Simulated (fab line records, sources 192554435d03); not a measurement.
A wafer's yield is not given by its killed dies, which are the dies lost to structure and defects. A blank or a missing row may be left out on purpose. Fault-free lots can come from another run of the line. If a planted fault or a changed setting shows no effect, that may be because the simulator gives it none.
Matching of chambers -- flow n5 finfet -- N5_GATE_CUT_ALD_22 on ald sin-01: 4 sister chambers
The step deposits SiNx, target thk 16 nm, pulse time 1 s, ald cycles 320. 8 wafers are shown with their chamber, then 8 later ones without.

## EACH WAFER AND ITS CHAMBER
wafer,chamber,heater power outer w (W),heater power w (W)
L074.1,0,600,978
L081.3,0,620,986
L086.4,2,473,849
L086.5,1,476,775
L088.1,1,478,779
L088.3,3,455,791
L088.6,3,449,804
L091.2,2,474,871

## WAFERS WITH NO CHAMBER GIVEN
wafer,heater power outer w (W),heater power w (W)
L091.3,453,796
L091.5,618,978
L092.2,452,802
L092.4,612,979
L092.5,626,993
L097.2,465,762
L097.3,476,845
L097.4,630,976

## WHICH CHAMBER EACH ONE RAN IN
wafer,from the rows above,in truth
L091.3,3,3
L091.5,0,0
L092.2,3,3
L092.4,0,0
L092.5,0,0
L097.2,can't be placed: 1 or 3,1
L097.3,2,2
L097.4,0,0
Correct placement for 7 of the 8. From these rows, 1 cannot be placed; in 1 the true chamber is one of the candidates. Number placed wrongly: 0.
How it was worked out, from the rows above alone: a wafer's distance from a chamber is the root of the sum, over the readings, of the square of ((its reading less the chamber's mean) divided by the reading's scatter). If the next closest chamber is less than 2 further off than the closest, the wafer can't be placed; otherwise it belongs to the closest. Each chamber's mean is taken over the wafers shown for it. The scatter is the square root of a quotient: the sum, over the shown wafers, of each reading's squared deviation from its chamber's mean, divided by wafers minus chambers.
